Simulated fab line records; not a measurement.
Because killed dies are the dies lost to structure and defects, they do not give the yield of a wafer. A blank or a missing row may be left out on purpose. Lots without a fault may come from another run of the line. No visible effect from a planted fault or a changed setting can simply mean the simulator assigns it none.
Which tool did it? + flow n5_finfet + Sampling: 10 lots, 26 wafers, 5 of 1938 route steps

== WHAT EACH GAUGE READ, for each wafer ==
N5_BEOL_M4_RC_MEAS_101. Usual: DIBL_N 35.8 mV/V, standard deviation 1.6; DIBL_P 35.6 mV/V, standard deviation 2; IOFF_N 0.15 nA/um, standard deviation 0.031; IOFF_P 0.20 nA/um, standard deviation 0.033; ION_N 668 uA/um, standard deviation 12; ION_P 459 uA/um, standard deviation 6.8; SS_N 71.4 mV/dec, standard deviation 0.53; SS_P 73.1 mV/dec, standard deviation 0.63; VT_N 250 mV, standard deviation 3.5; VT_P -251 mV, standard deviation 3.
| lot  | measured     | on        | DIBL_N (mV/V)  | DIBL_P (mV/V)  | IOFF_N (nA/um) | IOFF_P (nA/um) | ION_N (uA/um) | ION_P (uA/um) | SS_N (mV/dec)  | SS_P (mV/dec)  | VT_N (mV)   | VT_P (mV)      | flag |
|------|--------------|-----------|----------------|----------------|----------------|----------------|---------------|---------------|----------------|----------------|-------------|----------------|------|
| L275 | day 15 11:46 | prober-02 | 35.8 36.6 35.5 | 36.3 36.9 36.1 | 0.16 0.18 0.15 | 0.22 0.24 0.22 | 674 661 671   | 464 451 464   | 71.8 71.5 71.5 | 72.8 73.5 73.1 | 251 250 251 | -249 -248 -249 |      |
| L276 | day 13 18:17 | prober-01 | 34.5 35.5 36.9 | 34.8 36.2 37.5 | 0.12 0.15 0.17 | 0.19 0.21 0.24 | 645 676 672   | 443 459 464   | 70.6 71.5 71.9 | 73.0 72.9 73.6 | 255 250 248 | -254 -250 -250 |      |
| L279 | day 14 04:38 | prober-01 | 33.3 34.9 34.7 | 32.8 34.0 33.7 | 0.11 0.13 0.12 | 0.16 0.17 0.18 | 662 662 667   | 455 452 458   | 71.1 71.9 71.4 | 72.4 72.8 73.2 | 254 253 253 | -253 -253 -254 |      |
| L285 | day 14 20:29 | prober-01 | 34.4 33.6 34.4 | 34.3 33.3 34.1 | 0.13 0.11 0.13 | 0.19 0.17 0.18 | 660 649 650   | 462 458 454   | 70.7 70.8 70.7 | 73.0 72.6 72.7 | 252 255 252 | -249 -253 -253 |      |
| L290 | day 18 06:29 | prober-01 | 35.5 36.5 35.1 | 34.4 37.1 34.5 | 0.15 0.18 0.15 | 0.20 0.24 0.20 | 656 687 648   | 453 463 450   | 71.4 71.7 71.2 | 73.3 74.2 73.0 | 251 249 253 | -250 -249 -252 |      |
| L294 | day 19 03:01 | prober-01 | 39.1           | 39.7           | 0.24           | 0.28           | 699           | 470           | 71.3           | 73.7           | 243         | -247           |      |
| L296 | day 19 04:44 | prober-01 | 35.8           | 35.5           | 0.14           | 0.20           | 659           | 462           | 70.8           | 73.3           | 252         | -251           |      |
| L297 | day 20 05:26 | prober-02 | 35.9 35.6 33.5 | 35.3 34.6 32.1 | 0.15 0.13 0.10 | 0.19 0.19 0.15 | 686 659 648   | 472 458 450   | 71.0 71.7 71.4 | 72.7 72.8 72.0 | 247 251 256 | -250 -251 -255 |      |
| L298 | day 20 12:02 | prober-01 | 38.3 38.3      | 39.7 39.2      | 0.23 0.22      | 0.28 0.27      | 708 685       | 480 465       | 71.9 71.4      | 73.8 74.4      | 243 244     | -245 -244      |      |

== WHAT TOOL EACH LOT RAN ON (gives the tool, then ch and the chambers of the sampled wafers, and finally the start) ==
| lot  | N5_MOL_CONTACT_COAG_DESCUM_45     | N5_MOL_CONTACT_COAG_ALD_133      | N5_MOL_CONTACT_COAG_ETCHBACK_134   | N5_MOL_CONTACT_COAG_ETCH_67        |
|------|-----------------------------------|----------------------------------|------------------------------------|------------------------------------|
| L275 | rie_diel-03 ch 1,2, day 5 06:51   | ald_sin-01 ch 0,2, day 5 07:22   | rie_diel-06 ch 1,3, day 5 07:33    | rie_diel-06 ch 1,3, day 5 07:35    |
| L276 | rie_diel-06 ch 1,3, day 5 11:22   | ald_sin-04 ch 0,1, day 5 11:31   | rie_diel-06 ch 0,2,3, day 5 11:41  | rie_diel-06 ch 0,2,3, day 5 11:43  |
| L279 | rie_diel-06 ch 1,3, day 6 05:11   | ald_sin-01 ch 0,3, day 6 05:44   | rie_diel-03 ch 0,2, day 6 05:55    | rie_diel-03 ch 0,2, day 6 05:57    |
| L285 | rie_diel-03 ch 0,1,2, day 7 17:04 | ald_sin-02 ch 0,1,3, day 7 17:11 | rie_diel-03 ch 0,1,2, day 7 17:22  | rie_diel-03 ch 0,1,2, day 7 17:25  |
| L290 | rie_diel-03 ch 1,2, day 9 03:44   | ald_sin-01 ch 0,3, day 9 03:52   | rie_diel-06 ch 2,3, day 9 04:07    | rie_diel-06 ch 2,3, day 9 04:11    |
| L294 | rie_diel-02 ch 0,3, day 9 23:37   | ald_sin-01 ch 0,3, day 9 23:46   | rie_diel-02 ch 0,2, day 10 00:04   | rie_diel-02 ch 0,2, day 10 00:05   |
| L295 | rie_diel-06 ch 2,3, day 10 13:16  | ald_sin-01 ch 0,2, day 10 13:23  | rie_diel-06 ch 0,2, day 10 13:34   | rie_diel-06 ch 0,2, day 10 13:38   |
| L296 | rie_diel-03 ch 1,2, day 10 13:53  | ald_sin-01 ch 1,2, day 10 14:05  | rie_diel-06 ch 2,3, day 10 14:14   | rie_diel-06 ch 2,3, day 10 14:17   |
| L297 | rie_diel-02 ch 0,3, day 10 20:28  | ald_sin-04 ch 0,3, day 10 20:36  | rie_diel-03 ch 0,1,2, day 10 20:47 | rie_diel-03 ch 0,1,2, day 10 20:49 |
| L298 | rie_diel-06 ch 0,3, day 11 07:21  | ald_sin-04 ch 0, day 11 07:29    | rie_diel-03 ch 2, day 11 07:43     | rie_diel-03 ch 2, day 11 07:45     |
- N5_MOL_CONTACT_COAG_DESCUM_45: chemistry O2, time 7 s.
- N5_MOL_CONTACT_COAG_ALD_133: deposits SiO2, target thk 5 nm, pulse time 1 s, co reactant pulse time 1 s.
- N5_MOL_CONTACT_COAG_ETCHBACK_134: etches SiO2 in CHF3, target depth 10 nm, time 6.7 s.
- N5_MOL_CONTACT_COAG_ETCH_67: etches SOC in N2/H2, target depth 60 nm, overetch 21 nm, time 101.2 s.

== AS READ BY THE TOOLS THEMSELVES (means over the sampled wafers that have a number; for cases with no such wafer, the mark the record gives instead) ==
N5_MOL_CONTACT_COAG_DESCUM_45. Usual: drypump_motor_current_A 5.7 A, standard deviation 0.47; oes_product_au 0.80 a.u., standard deviation 0.097; rf_vpp_V 243.2 V, standard deviation 1.6; showerhead_plenum_p_Torr 2.10 Torr, standard deviation 0.094; throttle_valve_pct 20.52 %, standard deviation 0.23.
| lot  | tool        | drypump_motor_current_A (A) | oes_product_au (a.u.) | rf_vpp_V (V) | showerhead_plenum_p_Torr (Torr) | throttle_valve_pct (%) | flag |
|------|-------------|-----------------------------|-----------------------|--------------|---------------------------------|------------------------|------|
| L275 | rie_diel-03 | 5.6                         | 0.78                  | 243.8        | 2.13                            | 20.20                  |      |
| L276 | rie_diel-06 | 6.0                         | 0.76                  | 240.5        | 1.98                            | 20.54                  |      |
| L279 | rie_diel-06 | 6.0                         | 0.76                  | 241.6        | 1.98                            | 20.56                  |      |
| L285 | rie_diel-03 | 5.8                         | 0.75                  | 243.4        | 2.09                            | 20.37                  |      |
| L290 | rie_diel-03 | 5.7                         | 0.74                  | 242.7        | 2.05                            | 20.27                  |      |
| L294 | rie_diel-02 | 5.8                         | 0.87                  | 243.6        | 2.15                            | 20.52                  |      |
| L295 | rie_diel-06 | 5.5                         | 0.74                  | 242.0        | 2.00                            | 20.69                  |      |
| L296 | rie_diel-03 | 5.7                         | 0.73                  | 243.7        | 2.08                            | 20.28                  |      |
| L297 | rie_diel-02 | 6.1                         | 0.85                  | 243.7        | 2.14                            | 20.54                  |      |
| L298 | rie_diel-06 | 5.5                         | 0.83                  | 242.0        | 2.04                            | 20.42                  |      |

N5_MOL_CONTACT_COAG_ALD_133. Usual: heater_power_w 80 W, standard deviation 9.2; precursor_pulse_height_rel 0.998, standard deviation 0.02.
| lot  | tool       | heater_power_w (W) | precursor_pulse_height_rel | flag |
|------|------------|--------------------|----------------------------|------|
| L275 | ald_sin-01 | 86                 | 0.983                      |      |
| L276 | ald_sin-04 | 82                 | 1.002                      |      |
| L279 | ald_sin-01 | 84                 | 0.991                      |      |
| L285 | ald_sin-02 | 77                 | 0.989                      |      |
| L290 | ald_sin-01 | 93                 | 0.992                      |      |
| L294 | ald_sin-01 | 88                 | 1.022                      |      |
| L295 | ald_sin-01 | 91                 | 0.969                      |      |
| L296 | ald_sin-01 | 80                 | 1.006                      |      |
| L297 | ald_sin-04 | 85                 | 0.996                      |      |
| L298 | ald_sin-04 | 88                 | 0.981                      |      |

N5_MOL_CONTACT_COAG_ETCHBACK_134. Usual: drypump_motor_current_A 5.7 A, standard deviation 0.45; oes_ar_750_au 0.78 a.u., standard deviation 0.083; oes_product_au 0.78 a.u., standard deviation 0.088; rf_vpp_V 526 V, standard deviation 12; showerhead_plenum_p_Torr 2.36 Torr, standard deviation 0.089; throttle_valve_pct 18.80 %, standard deviation 0.24.
| lot  | tool        | drypump_motor_current_A (A) | oes_ar_750_au (a.u.) | oes_product_au (a.u.) | rf_vpp_V (V) | showerhead_plenum_p_Torr (Torr) | throttle_valve_pct (%) | flag |
|------|-------------|-----------------------------|----------------------|-----------------------|--------------|---------------------------------|------------------------|------|
| L275 | rie_diel-06 | 6.1                         | 0.74                 | 0.73                  | 522          | 2.31                            | 18.99                  |      |
| L276 | rie_diel-06 | 5.4                         | 0.76                 | 0.75                  | 522          | 2.35                            | 18.88                  |      |
| L279 | rie_diel-03 | 6.0                         | 0.75                 | 0.76                  | 522          | 2.32                            | 18.70                  |      |
| L285 | rie_diel-03 | 5.8                         | 0.76                 | 0.76                  | 526          | 2.37                            | 18.66                  |      |
| L290 | rie_diel-06 | 5.7                         | 0.76                 | 0.75                  | 518          | 2.27                            | 18.97                  |      |
| L294 | rie_diel-02 | 6.1                         | 0.89                 | 0.90                  | 540          | 2.42                            | 18.73                  |      |
| L295 | rie_diel-06 | 5.1                         | 0.83                 | 0.83                  | 526          | 2.40                            | 18.76                  |      |
| L296 | rie_diel-06 | 5.5                         | 0.74                 | 0.74                  | 522          | 2.29                            | 19.01                  |      |
| L297 | rie_diel-03 | 5.8                         | 0.72                 | 0.73                  | 526          | 2.36                            | 18.71                  |      |
| L298 | rie_diel-03 | 5.9                         | 0.72                 | 0.71                  | 511          | 2.27                            | 18.67                  |      |

N5_MOL_CONTACT_COAG_ETCH_67. Usual: drypump_motor_current_A 5.7 A, standard deviation 0.44; oes_product_au 0.65 a.u., standard deviation 0.07; rf_vpp_V 523 V, standard deviation 3.2; showerhead_plenum_p_Torr 2.52 Torr, standard deviation 0.11; throttle_valve_pct 17.89 %, standard deviation 0.22.
| lot  | tool        | drypump_motor_current_A (A) | oes_product_au (a.u.) | rf_vpp_V (V) | showerhead_plenum_p_Torr (Torr) | throttle_valve_pct (%) | flag |
|------|-------------|-----------------------------|-----------------------|--------------|---------------------------------|------------------------|------|
| L275 | rie_diel-06 | 6.1                         | 0.62                  | 522          | 2.47                            | 18.08                  |      |
| L276 | rie_diel-06 | 5.4                         | 0.64                  | 524          | 2.51                            | 17.99                  |      |
| L279 | rie_diel-03 | 6.0                         | 0.63                  | 522          | 2.46                            | 17.75                  |      |
| L285 | rie_diel-03 | 5.8                         | 0.64                  | 524          | 2.53                            | 17.71                  |      |
| L290 | rie_diel-06 | 5.7                         | 0.63                  | 520          | 2.40                            | 17.98                  |      |
| L294 | rie_diel-02 | 6.1                         | 0.76                  | 526          | 2.59                            | 17.77                  |      |
| L295 | rie_diel-06 | 5.2                         | 0.68                  | 524          | 2.55                            | 17.90                  |      |
| L296 | rie_diel-06 | 5.6                         | 0.62                  | 520          | 2.42                            | 18.04                  |      |
| L297 | rie_diel-03 | 5.8                         | 0.61                  | 523          | 2.52                            | 17.76                  |      |
| L298 | rie_diel-03 | 5.9                         | 0.60                  | 519          | 2.41                            | 17.77                  |      |

== THE ANSWER, worked out from the rows above alone ==
Rule: take the mean of a lot's wafers that have a number; if it is more than 3 standard deviations from the usual mean, the lot is off. Also off: a lot with no number at a reading for which 4 or more lots have one. Where the step has rows for the other lots, those lots are counted as sound. Order of review: gauges by route order, followed by the tools' own readings, for which a lot's mean as printed above is used. At the first step where some lot is off, the reading lying furthest off is the one used; lots without a number count as furthest.
Across all readings shown, no lot is off: no conclusion can be drawn from this.

== WHAT THE SIMULATOR PUT IN ==
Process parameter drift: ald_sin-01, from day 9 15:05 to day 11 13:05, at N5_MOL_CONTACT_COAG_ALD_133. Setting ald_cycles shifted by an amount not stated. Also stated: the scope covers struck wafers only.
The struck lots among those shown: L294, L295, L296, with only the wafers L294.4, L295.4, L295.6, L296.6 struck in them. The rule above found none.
